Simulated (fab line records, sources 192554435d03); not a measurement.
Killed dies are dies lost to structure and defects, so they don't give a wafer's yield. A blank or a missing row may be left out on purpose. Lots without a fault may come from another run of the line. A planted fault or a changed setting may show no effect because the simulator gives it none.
A struck lot beside a sound one | flow n5_finfet | 36 steps out of a route of 1938
Sound: wafers L612.1, L612.3, L612.6. Struck: wafer L618.5. (L618.1 of the same lot was not struck and is left out.) The cause comes at the end.
At each step with rows: each side's tool, then ch and its chambers, then its first start. Under that, the readings that differ: sound wafers | struck wafers | difference of the means | sigmas: that difference in standard deviations of wafers without a fault.
alike: readings whose means differ by less than 2 such deviations, and words and numbers that are the same on both sides. not compared: withheld readings, readings that some wafer has no value for, bounds like >300 that may hide the same value, and numbers for which the record gives no deviation and whose values overlap.
The two part at a step that has a row with sigmas, a row that says differs or no value, or rows on one side only. Numbers that don't overlap but have no deviation are shown without sigmas and don't part them. A reading that every wafer of one side lacks parts them only if that side has two wafers or more.

first, 9 steps without rows for these wafers: N5_BEOL_M4_ANNEAL_95 (time 240 s); N5_BEOL_M4_SPUTTER_96 (material Cu, target thk 4.5 nm, time 8.29 s); N5_BEOL_M4_ECD_50 (material Cu, target thk 300 nm); N5_BEOL_M4_ANNEAL_51 (time 90 s); N5_BEOL_M4_CMP_52 (polishes, stops on SiOC, t overpolish 6.8 s, target thk 40 nm); N5_BEOL_M4_PRE_CLEAN_60 (time 15 s); N5_BEOL_M4_CO_CAP_55 (material Co, precursor CCTBA/H2, target thk 2 nm, time 102.1 s); N5_BEOL_M4_PRE_CLEAN_56 (time 15 s); N5_BEOL_M4_DEP_57 (deposits SiCN from 3MS/NH3, target thk 8 nm, time 14 s).
N5_BEOL_M4_RC_MEAS_101:
  sound on prober-01 ch 0, day 8 03:25; struck on prober-01 ch 0, day 9 07:16
  alike: DIBL_N, DIBL_P, IOFF_N, IOFF_P, ION_N, ION_P, SS_N, SS_P, VT_N, VT_P
then, 24 steps without rows for these wafers: N5_BEOL_M5_ILD_DEP_00 (deposits SiCOH lowk from DEMS/porogen, target thk 140.64 nm, time 25.9 s); N5_BEOL_M5_CURE_79 (cures SiCOH lowk, time 240 s); N5_BEOL_M5_PECVD_70 (deposits SiO2 from TEOS/O2, target thk 16 nm, time 18 s); N5_BEOL_M5_HM_DEP_02 (deposits TiN, target thk 20 nm); N5_BEOL_M5_COAT_59 (time 60 s, resist thk 60 nm); N5_BEOL_M5_COAT_60 (time 60 s, resist thk 12 nm); N5_BEOL_M5_COAT_71 (time 60 s, resist thk 5 nm); N5_BEOL_M5_COAT_05 (resist thk 30 nm); N5_BEOL_M5_EBR_07; N5_BEOL_M5_SOFTBAKE_06 (time 60 s); N5_BEOL_M5_EXPOSE_08 (exposes mask M5, target cd 28 nm); N5_BEOL_M5_PEB_09 (peb time 60 s); N5_BEOL_M5_DEVELOP_10 (develop time 30 s); N5_BEOL_M5_DESCUM_16 (chemistry O2, time 7 s); N5_BEOL_M5_ETCH_72 (etches underlayer in N2/H2, target depth 6.5 nm, time 5.2 s); N5_BEOL_M5_ETCH_61 (etches SiARC in CF4, target depth 15.6 nm, time 26 s); N5_BEOL_M5_ETCH_62 (etches SOC in N2/H2, target depth 75 nm, overetch 15 nm, time 112.5 s); N5_BEOL_M5_STRIP_63 (strips in N2/H2); N5_BEOL_M5_STRIP_73 (strips in N2/H2); N5_BEOL_M5_STRIP_64 (strips in CF4); N5_BEOL_M5_HM_OPEN_17 (chemistry Cl2/BCl3, target TiN, target depth 20 nm, overetch 6 nm); N5_BEOL_M5_STRIP_19 (strips in O2); N5_BEOL_M5_COAT_65 (time 60 s, resist thk 60 nm); N5_BEOL_M5_COAT_66 (time 60 s, resist thk 12 nm).
-- the record jumps here: 5 days lie between the struck wafers' starts before and after (it left off in module BEOL_M5 and takes up again in module PASSIVATION, whose first step shown is number 1936 of the route) --
N5_PASSIVATION_ETCH_15: etches SiCN in CF4/N2, target depth 75 nm, time 81.2 s.
  sound on rie_diel-05 ch 0,1,2, day 12 13:11; struck on rie_diel-05 ch 1, day 13 22:58
  reading                  | sound             | struck | difference | sigmas
  oes_product_au (a.u.)    | 0.78 0.72 0.91    | 0.57   | -0.23      | -3
  model.etch.depth_nm (nm) | 64.45 64.06 65.43 | 38.83  | -25.82     |
  alike: cf4_flow_sccm, drypump_motor_current_A, rf_vpp_V, showerhead_plenum_p_Torr, throttle_valve_pct
  not compared: rf_hours_counter_h
N5_PASSIVATION_PROBE_49:
  the record has rows for the struck wafers here (prober-01, day 14 05:41) and none for the sound ones

WHERE THEY PART
First at N5_PASSIVATION_ETCH_15; last, within this record, at N5_PASSIVATION_PROBE_49.

WHY: what the simulator had put in
Process parameter drift: rie_diel-05, from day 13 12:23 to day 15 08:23, at N5_PASSIVATION_ETCH_15. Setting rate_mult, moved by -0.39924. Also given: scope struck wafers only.
